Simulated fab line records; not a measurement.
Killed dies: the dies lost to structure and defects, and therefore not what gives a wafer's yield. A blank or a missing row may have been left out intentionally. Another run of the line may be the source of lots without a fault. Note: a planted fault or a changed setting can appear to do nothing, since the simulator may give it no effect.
The tool behind it: which one?	flow nand harc	Sampling: 13 lots, 37 wafers, 6 of 1302 route steps

## WHAT THE GAUGES READ, wafer by wafer
NHARC_A_ONON_D2_THK_MEAS_08: measures by ellipsometry. Usual: 999 nm for thk nm, sd 11.
lot	measured	on	thk nm (nm)	flag
L498	day 13 04:16	film metro-02	1004 1004 1004	
L501	day 14 05:04	film metro-01	996 995 999	
L502	day 14 07:40	film metro-02	1002 1004 1003	
L503	day 14 19:41	film metro-02	1005 1005 1004	
L504	day 15 18:17	film metro-01	994 996 995	
L505	day 16 01:47	film metro-01	994 994 993	
L507	day 17 02:49	film metro-01	977 978 975	
L511	day 18 18:41	film metro-01	1014 1012 1013	
L510	day 18 18:44	film metro-01	1503 1502	OFF
L512	day 19 03:40	film metro-02	1004 1513 1004 1004 1515 1005	OFF
L518	day 21 09:16	film metro-01	1013 1013 1011	
L519	day 22 01:43	film metro-02	1005 1004 1003	
L520	day 22 01:33	film metro-02	1004 1004 1006	

NHARC_END_SORT_01. Usual: killed at array 58, standard deviation 20; killed at other 0.8, standard deviation 1; killed at periphery 4.6, standard deviation 2.8; killed dies 63, standard deviation 19; killed open 3.4, standard deviation 2; killed short 2.4, standard deviation 1.8.
lot	measured	on	killed at array	killed at other	killed at periphery	killed dies	killed open	killed short	flag
L502	day 25 21:42	prober-02	73 67 63	1 1 5	3 8 7	77 76 75	8 4 2	1 1 7	
L503	day 27 00:28	prober-01	82 43 65	0 0 0	7 7 6	89 50 71	1 2 3	3 2 1	
L511	day 31 06:33	prober-02	33 36 26	1 2 2	3 4 6	37 42 34	2 5 4	2 3 2	
L510	day 30 08:31	prober-02	669	2	6	677	9	0	OFF
L512	day 30 21:44	prober-01	108 672 91	1 2 0	3 3 6	112 677 97	4 3 7	2 1 2	OFF
L518	day 33 09:34	prober-02	61 48 49	0 0 0	9 5 7	70 53 56	5 2 4	4 0 6	
L520	day 34 09:34	prober-01	60 73 82	1 0 0	2 3 4	63 76 86	2 7 6	1 1 0	

## TOOL THAT RAN EACH LOT (tool first, then ch and the chambers of the sampled wafers, then the start)
lot	NHARC_A_CHANNEL_FILL_D1_ALD_02	NHARC_A_CHANNEL_FILL_D1_ALD_16	NHARC_A_CHANNEL_FILL_D1_ETCHBACK_08	NHARC_A_ONON_D2_DEP_06
L498	ald hk-03 ch 0,2,3, day 9 13:28	ald hk-01 ch 1,2,3, day 10 01:41	rie diel-12 ch 0,1,3, day 13 03:49 or earlier	pecvd onon-03 ch 0, day 13 03:49
L501	ald hk-01 ch 0,1,3, day 10 11:43	ald hk-03 ch 0,3, day 10 23:51	rie diel-05 ch 1,2, day 14 04:34 or earlier	pecvd onon-03 ch 0, day 14 04:34
L502	ald hk-03 ch 0,1,3, day 10 18:27	ald hk-04 ch 0,3, day 11 06:38	rie diel-05 ch 2,3, day 14 07:10 or earlier	pecvd onon-01 ch 0, day 14 07:10
L503	ald hk-03 ch 1,2,3, day 11 04:11	ald hk-01 ch 0,3, day 11 18:10	rie diel-12 ch 1,2, day 14 19:20 or earlier	pecvd onon-01 ch 0, day 14 19:20
L504	ald hk-03 ch 1,2,3, day 12 00:30	ald hk-01 ch 0,2, day 12 14:30	rie diel-03 ch 0,2, day 15 17:53 or earlier	pecvd onon-03 ch 0, day 15 17:53
L505	ald hk-01 ch 0,1,3, day 12 11:14	ald hk-04 ch 0,1, day 12 22:39	rie diel-05 ch 0,1,2, day 16 01:20 or earlier	pecvd onon-01 ch 0, day 16 01:20
L507	ald hk-03 ch 1,2, day 13 14:55	ald hk-03 ch 0,1,3, day 14 03:19	rie diel-03 ch 0,1,3, day 17 02:19 or earlier	pecvd onon-03 ch 0, day 17 02:19
L511	ald hk-01 ch 0,1,2, day 15 01:38	ald hk-01 ch 0,1,3, day 15 13:49	rie diel-05 ch 0,2,3, day 18 18:10 or earlier	pecvd onon-04 ch 0, day 18 18:10
L510	ald hk-01 ch 2, day 15 02:49	ald hk-03 ch 1, day 15 13:53	rie diel-12 ch 3, day 18 18:27 or earlier	pecvd onon-01 ch 0, day 18 18:27
L512	ald hk-03 ch 0,2,3, day 15 12:23	ald hk-04 ch 0,1,2, day 16 00:22	rie diel-12 ch 1,2,3, day 19 03:13 or earlier	pecvd onon-01 ch 0, day 19 03:13
L518	ald hk-01 ch 0,1, day 17 15:55	ald hk-04 ch 1,2,3, day 18 04:08	rie diel-12 ch 2,3, day 21 08:56 or earlier	pecvd onon-04 ch 0, day 21 08:56
L519	ald hk-03 ch 0,3, day 17 23:22	ald hk-01 ch 0,1, day 18 11:33	rie diel-05 ch 0,1,3, day 22 01:19 or earlier	pecvd onon-03 ch 0, day 22 01:19
L520	ald hk-01 ch 0,2,3, day 18 07:44	ald hk-01 ch 0,1,2, day 18 19:59	rie diel-05 ch 0,1, day 22 01:02 or earlier	pecvd onon-01 ch 0, day 22 01:02
- NHARC_A_CHANNEL_FILL_D1_ALD_02: deposits SiO2, target thk 6 nm, pulse time 10 s, ald cycles 60.
- NHARC_A_CHANNEL_FILL_D1_ALD_16: deposits SiO2, target thk 1.5 nm, pulse time 10 s, ald cycles 15.
- NHARC_A_CHANNEL_FILL_D1_ETCHBACK_08: etches the open film in C4F8, target depth 220 nm, time 110 s.
- NHARC_A_ONON_D2_DEP_06: target thk 1000 nm.

## WHAT THE TOOLS THEMSELVES READ (means of the sampled wafers that have a number; where no wafer has one, the mark that the record gives instead)
NHARC_A_CHANNEL_FILL_D1_ALD_02. Usual: heater power w 484 W, standard deviation 46; precursor pulse height rel 0.997, standard deviation 0.021.
lot	tool	heater power w (W)	precursor pulse height rel	flag
L498	ald hk-03	463	0.989	
L501	ald hk-01	492	0.989	
L502	ald hk-03	474	1.002	
L503	ald hk-03	461	1.007	
L504	ald hk-03	467	0.991	
L505	ald hk-01	494	0.976	
L507	ald hk-03	412	1.008	
L511	ald hk-01	479	1.012	
L510	ald hk-01	496	1.023	
L512	ald hk-03	467	0.984	
L518	ald hk-01	484	1.012	
L519	ald hk-03	468	1.015	
L520	ald hk-01	503	1.010	

NHARC_A_CHANNEL_FILL_D1_ALD_16. Usual: heater power w 487 W, standard deviation 45; precursor pulse height rel 1.003, standard deviation 0.019.
lot	tool	heater power w (W)	precursor pulse height rel	flag
L498	ald hk-01	491	0.993	
L501	ald hk-03	516	1.001	
L502	ald hk-04	494	1.007	
L503	ald hk-01	512	1.003	
L504	ald hk-01	504	0.993	
L505	ald hk-04	533	0.998	
L507	ald hk-03	474	0.993	
L511	ald hk-01	487	1.024	
L510	ald hk-03	432	1.021	
L512	ald hk-04	521	1.016	
L518	ald hk-04	495	0.996	
L519	ald hk-01	476	0.994	
L520	ald hk-01	493	1.000	

NHARC_A_CHANNEL_FILL_D1_ETCHBACK_08. Usual: chamber pressure mTorr 25.002 mTorr, standard deviation 0.024; oes product au 0.96 a.u., standard deviation 0.034; rf vpp V 439.9 V, standard deviation 2.5.
lot	tool	chamber pressure mTorr (mTorr)	oes product au (a.u.)	rf vpp V (V)	flag
L498	rie diel-12	25.017	0.93	439.7	
L501	rie diel-05	25.006	0.95	441.1	
L502	rie diel-05	24.988	0.96	442.1	
L503	rie diel-12	24.996	1.00	443.5	
L504	rie diel-03	24.999	1.00	438.4	
L505	rie diel-05	25.003	0.99	441.2	
L507	rie diel-03	25.005	0.94	439.2	
L511	rie diel-05	24.985	0.92	440.8	
L510	rie diel-12	25.015	0.99	437.8	
L512	rie diel-12	24.978	0.92	441.0	
L518	rie diel-12	25.031	0.92	439.8	
L519	rie diel-05	25.020	1.00	438.8	
L520	rie diel-05	25.020	0.92	439.4	

## THE ANSWER, worked out from the rows above alone
Rule: a lot counts as off when the mean over its wafers that have a number is more than 3 standard deviations away from the usual mean. Also off: a lot with no number at a reading for which 4 or more lots have one. All remaining lots with rows at the step are treated as sound. The gauges are gone through in route order, then the tools' own readings, and for those a lot's mean is taken as printed above. At the first step where some lot is off, the reading lying furthest off is the one used; lots without a number count as furthest.
Off: L510, L512 (NHARC_A_ONON_D2_THK_MEAS_08, thk nm).
If a tool, at a process step before that reading, ran all the lots that are off and no sound lot after the first of them, it fits. The gauges at NHARC_A_ONON_D2_THK_MEAS_08 aren't tried: what is off there is off at NHARC_END_SORT_01 too, on other tools, and a gauge's error can't cause that. NHARC_A_CHANNEL_FILL_D1_ETCHBACK_08: start missing for some lots; hours and lot order therefore follow NHARC_A_ONON_D2_DEP_06. Not one of the candidates tried fits.

## WHAT THE SIMULATOR HAD INSERTED
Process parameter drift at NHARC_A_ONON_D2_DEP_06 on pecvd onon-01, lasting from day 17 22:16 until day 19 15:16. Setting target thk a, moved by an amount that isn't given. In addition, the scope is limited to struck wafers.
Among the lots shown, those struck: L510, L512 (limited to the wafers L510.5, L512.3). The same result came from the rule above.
